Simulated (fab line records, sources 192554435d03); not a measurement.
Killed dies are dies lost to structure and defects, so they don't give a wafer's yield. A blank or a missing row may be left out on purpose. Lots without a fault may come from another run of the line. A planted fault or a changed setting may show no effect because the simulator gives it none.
Chamber matching | flow n5_finfet | N5_BEOL_M0_CUTY_ETCH_62 on rie_diel-05: 4 sister chambers
The step etches SiARC in CF4, time 58.5 s. 4 wafers are shown with their chamber, then 8 later ones without.

WAFERS WITH THEIR CHAMBER
wafer  | chamber | showerhead_plenum_p_Torr (Torr)
L082.6 | 2       | 2.18
L085.1 | 1       | 2.23
L085.3 | 3       | 2.17
L088.3 | 0       | 2.09

WAFERS WITHOUT THEIR CHAMBER
wafer  | showerhead_plenum_p_Torr (Torr)
L088.4 | 2.09
L088.5 | 2.22
L096.1 | 2.08
L096.4 | 2.22
L096.6 | 2.18
L097.2 | 2.18
L097.5 | 2.15
L097.6 | 2.08

WHICH CHAMBER EACH WENT THROUGH
wafer  | from the rows above     | in truth
L088.4 | 0                       | 0
L088.5 | 1                       | 1
L096.1 | 0                       | 0
L096.4 | 1                       | 1
L096.6 | can't be placed: 2 or 3 | 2
L097.2 | can't be placed: 2 or 3 | 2
L097.5 | can't be placed: 3 or 2 | 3
L097.6 | 0                       | 0
Placed correctly: 5 of 8. Can't be placed from these rows: 3 (the true chamber is among the candidates in 3). Placed wrongly: 0.
How it was worked out, from the rows above alone: a wafer's distance from a chamber is the root of the sum, over the readings, of the square of ((its reading less the chamber's mean) divided by the reading's scatter). The wafer belongs to the nearest chamber; if the next one is less than 2 further off, it can't be placed. A chamber's mean is the mean of its shown wafers. The scatter: with one shown wafer a chamber, the root of the mean of the squares of how far each hidden wafer lies from its nearest shown one.
